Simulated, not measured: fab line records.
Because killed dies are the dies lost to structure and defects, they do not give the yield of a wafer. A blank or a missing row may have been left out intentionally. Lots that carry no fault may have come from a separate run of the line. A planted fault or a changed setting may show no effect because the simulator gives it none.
Struck lot and sound lot, side by side	flow nand_harc	26 steps out of a route of 1159
Sound: wafers L989.2, L989.4, L989.6. Struck: wafers L994.1, L994.4. Last of all comes the cause.
For every step that has rows: the tool of each side, followed by ch and its chambers, followed by its first start. Under that, the readings that differ: sound wafers	struck wafers	difference of the means	sigmas: that difference in standard deviations of wafers without a fault.
alike: readings whose means differ by less than 2 such deviations, and words and numbers that are the same on both sides. not compared: withheld readings, readings that some wafer has no value for, bounds like >300 that may hide the same value, and numbers for which the record gives no deviation and whose values overlap.
Wherever a step has rows on one side only, a row that says differs or no value, or a row with sigmas, the two part there. Numbers that don't overlap but have no deviation are shown without sigmas and don't part them. A reading that every wafer of one side lacks parts them only if that side has two wafers or more.

NHARC_P_ZERO_WELL_INSPECT_43:
  sound on defect_inspect-01 at day 1 19:37; struck on defect_inspect-01 at day 3 01:31
  alike: raw_defect_count
then, 11 steps without rows for these wafers: NHARC_P_STI_ETCH_26 (etches SiO2 in dHF, target depth 11 nm); NHARC_P_STI_PRECLEAN_27 (cleans in SC1); NHARC_P_STI_SRD_28; NHARC_P_STI_OXIDE_29 (material SiO2, target thk 10 nm, ox time 1362 s); NHARC_P_STI_HM_DEP_30 (deposits Si3N4, target thk 80 nm, time 873 s); NHARC_P_STI_DEHYDRATE_01 (time 120 s); NHARC_P_STI_HMDS_02 (time 30 s); NHARC_P_STI_COAT_41 (time 65 s); NHARC_P_STI_COAT_03 (resist thk 600 nm); NHARC_P_STI_SOFTBAKE_04 (time 70 s); NHARC_P_STI_EBR_05.
NHARC_P_STI_EXPOSE_06: exposes mask P STI, target cd 200 nm.
  sound on krf_scanner-01 ch 0, day 2 10:38; struck on krf_scanner-04 ch 0, day 3 18:59
  alike: mask, reticle_temp_C
then, 2 steps without rows for these wafers: NHARC_P_STI_PEB_07 (peb time 80 s); NHARC_P_STI_DEVELOP_08 (time 50 s).
NHARC_P_STI_CD_MEAS_09 targets a cd of 200 nm.
  sound on cd_sem-02 ch 0, day 2 10:47; struck on cd_sem-03 ch 0
reading	sound	struck	difference	sigmas
cd_nm (nm)	198.4 197.6 200.3	185.9 181.0	-15.3	-5
  not compared: hold
NHARC_P_STI_OVL_MEAS_10:
  sound on overlay-01 at day 2 10:53; struck on overlay-02 at day 3 23:09
reading	sound	struck	difference	sigmas
hold	- - -	await_dispo/3.8h/release await_dispo/3.8h/release	no value on the sound wafers	
  alike: overlay_x_nm, overlay_y_nm
NHARC_P_STI_INSPECT_11:
  sound on defect_inspect-02 at day 2 10:55; struck on defect_inspect-01 at day 3 23:11
  alike: raw_defect_count
then, 1 step without rows for these wafers: NHARC_P_STI_HARDBAKE_13 (time 65 s).
NHARC_P_STI_DESCUM_14: chemistry O2, time 3 s.
  sound on rie_diel-01 ch 1,2,3, day 2 11:04; struck on rie_diel-05 ch 0,3, day 3 23:20
reading	sound	struck	difference	sigmas
model.P_STI.cd_nm (nm)	198.1 197.9 200.7	185.6 181.1	-15.6	
  alike: drypump_motor_current_A, oes_product_au, rf_vpp_V, showerhead_plenum_p_Torr, throttle_valve_pct
  not compared: rf_hours_counter_h
NHARC_P_STI_ETCH_42: etches the open film in N2/H2, target depth 80 nm, overetch 24 nm, time 61 s.
  sound on rie_diel-01 ch 0,2, day 2 11:08; struck on rie_diel-05 ch 2,3, day 3 23:25
reading	sound	struck	difference	sigmas
rf_fwd_power_W (W)	396.4 398.3 397.2	396.4 391.4	-3.4	-2
  alike: drypump_motor_current_A, h2_flow_sccm, oes_product_au, rf_vpp_V, showerhead_plenum_p_Torr, throttle_valve_pct
  not compared: rf_hours_counter_h
NHARC_P_STI_ETCH_31: etches the open film in CF4/CHF3, target depth 108.9 nm, time 54.5 s.
  sound on rie_diel-01 ch 1,2,3; struck on rie_diel-05 ch 0,3
reading	sound	struck	difference	sigmas
oes_product_au (a.u.)	0.976 1.011 0.982	0.930 0.946	-0.052	-3
  alike: drypump_motor_current_A, rf_fwd_power_W, rf_vpp_V, showerhead_plenum_p_Torr, throttle_valve_pct
  not compared: rf_hours_counter_h
NHARC_P_STI_ETCH_15: etches the open film in HBr/Cl2, target depth 300 nm, time 100.1 s.
  sound on rie_si-04 ch 0,2,3, day 2 11:20; struck on rie_si-01 ch 0,3, day 3 23:36
reading	sound	struck	difference	sigmas
model.P_STI.cd_nm (nm)	198.1 198 200.6	185.9 181.8	-15.0	
  alike: drypump_motor_current_A, hbr_flow_sccm, oes_product_au, rf_fwd_power_W, throttle_valve_pct
  not compared: rf_hours_counter_h
NHARC_P_STI_CD_MEAS_16:
  sound on cd_sem-01 at day 2 11:29; struck on cd_sem-01 at day 3 23:57
reading	sound	struck	difference	sigmas
cd_nm (nm)	198.2 198.3 200.3	186.0 181.7	-15.1	-5
  not compared: hold
NHARC_P_STI_OCD_MEAS_17:
  sound on ocd-02 at day 2 11:35; struck on ocd-01 at day 4 04:35
reading	sound	struck	difference	sigmas
trench_foot_cd_nm (nm)	155.7 155.9 159.0	142.9 140.3	-15.3	-5
  alike: trench_depth_nm
  not compared: hold
-- record jumps: 17 days between struck wafers' starts before vs after; left off in module P_STI, resumes in module END, first step shown is number 1159 of the route --
NHARC_END_SORT_01:
  here the record holds rows for the struck wafers (prober-01 ch 0, day 21 05:54) but none for the sound ones

## WHERE THEY PART
Last at NHARC_END_SORT_01 as far as this record goes, first at NHARC_P_STI_CD_MEAS_09.

WHY: what had been put in by the simulator
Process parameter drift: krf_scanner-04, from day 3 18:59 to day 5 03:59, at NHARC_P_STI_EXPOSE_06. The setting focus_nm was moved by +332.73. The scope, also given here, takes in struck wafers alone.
